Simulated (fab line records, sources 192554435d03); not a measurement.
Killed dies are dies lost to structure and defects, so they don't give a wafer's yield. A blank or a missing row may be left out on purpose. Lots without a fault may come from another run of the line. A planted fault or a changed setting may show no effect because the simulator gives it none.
Chamber matching | flow n5_finfet | N5_BEOL_M1_ETCH_69 on rie_diel-03: 4 sister chambers
The step etches SiARC in CF4, target depth 15.6 nm, time 26 s. 4 wafers are shown with their chamber, then 8 later ones without.

WAFERS WITH THEIR CHAMBER
wafer  | chamber | showerhead_plenum_p_Torr (Torr)
L091.1 | 0       | 2.22
L091.3 | 1       | 2.11
L091.6 | 3       | 2.06
L096.1 | 2       | 2.09

WAFERS WITHOUT THEIR CHAMBER
wafer  | showerhead_plenum_p_Torr (Torr)
L096.2 | 2.22
L096.6 | 2.06
L095.1 | 2.22
L095.2 | 2.06
L095.5 | 2.22
L097.1 | 2.21
L097.3 | 2.11
L097.5 | 2.22

WHICH CHAMBER EACH WENT THROUGH
wafer  | from the rows above | in truth
L096.2 | 0                   | 0
L096.6 | 3                   | 3
L095.1 | 0                   | 0
L095.2 | 3                   | 3
L095.5 | 0                   | 0
L097.1 | 0                   | 0
L097.3 | 1                   | 1
L097.5 | 0                   | 0
Placed correctly: 8 of 8. Can't be placed from these rows: 0. Placed wrongly: 0.
How it was worked out, from the rows above alone: a wafer's distance from a chamber is the root of the sum, over the readings, of the square of ((its reading less the chamber's mean) divided by the reading's scatter). The wafer belongs to the nearest chamber; if the next one is less than 2 further off, it can't be placed. A chamber's mean is the mean of its shown wafers. The scatter: with one shown wafer a chamber, the root of the mean of the squares of how far each hidden wafer lies from its nearest shown one.
